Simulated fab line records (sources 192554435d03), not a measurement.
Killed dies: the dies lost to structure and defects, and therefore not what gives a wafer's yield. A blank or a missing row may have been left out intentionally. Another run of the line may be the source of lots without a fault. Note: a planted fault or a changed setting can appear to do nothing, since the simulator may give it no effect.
Problem report, 8D (eight disciplines) form, completed by code / flow n5_finfet / the parts of the form that need people (team, actions taken, sign-off) are left out

1. WHAT WENT WRONG
Mean of spin_speed_rpm at N5_BEOL_M8_COAT_05: 1673.2 rpm across 6 wafers in 2 lots; on wafers with no fault it is 1500.1 rpm (standard deviation 1.1). So: +99 or more standard deviations from the usual mean.
The step: resist thk 90 nm.
Earliest sighting: wafer L659.2 on litho_track-03 at day 11 07:49. At this step, 18 wafers from 6 lots have a number in the record. The rule behind "out" and "out of limits": a value lying over 4 standard deviations away from the usual mean. Any other wafer with a number is counted as sound.

2. WHAT THIS IS AND IS NOT
question=which readings at this step | is=spin_speed_rpm | is not=-
question=which lots | is=L655, L659 | is not=L658, L669, L670, L675
question=which wafers of those lots | is=all that have a number | is not=-
question=read on which tools | is=litho_track-03 | is not=litho_track-02
question=when | is=from day 11 07:49 | is not=up to then (0 sound wafers); but 12 sound wafers of L658, L669, L670, L675 came after

3. WHAT RULES OUT EACH SUSPECT
Counting: a tool stays on the suspect list if, at a process step up to the reading, it processed all lots that are out and no sound lot following the first of them.
- litho_track-03 at N5_BEOL_M8_COAT_05 (resist thk 90 nm): ruled out as a lasting fault. Sound lots L669, L675 ran on it after its first lot that is out, L659 (day 11 07:49).
Left after counting: nothing in the record.

4. THE CAUSE (what the simulator had put in)
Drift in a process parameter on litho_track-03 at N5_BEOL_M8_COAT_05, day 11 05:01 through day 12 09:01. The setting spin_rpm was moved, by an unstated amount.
Counting ruled it out, wrongly.

5. THE EFFECT CHAIN, in route order
Rows list readings where the struck wafers' mean (over those with a number) sits beyond 3 standard deviations from the usual. Only readings whose record carries a usual standard deviation are examined. hours: median over the lots of the time between each lot's start at the first step of this table that gives one and its start at this step. sigmas: the change, counted in usual standard deviations.
hours=0; step=N5_BEOL_M8_COAT_05; reading=spin_speed_rpm; usual=1500.1 rpm; on struck wafers=1673.2; change=+173.1; sigmas=+99 or more
Its process steps:
- N5_BEOL_M8_COAT_05: resist thk 90 nm.
At these later measuring or inspecting steps, every struck wafer for which the step has a row has a number for every such reading, and none has moved that far: N5_BEOL_M8_CD_MEAS_11, N5_BEOL_M8_OVL_MEAS_12, N5_BEOL_M8_INSPECT_13.

6. HOW IT WOULD HAVE BEEN CAUGHT EARLIER
First out-of-limits reading in this record: day 11 07:49, which is 3 hours after fault onset at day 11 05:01.
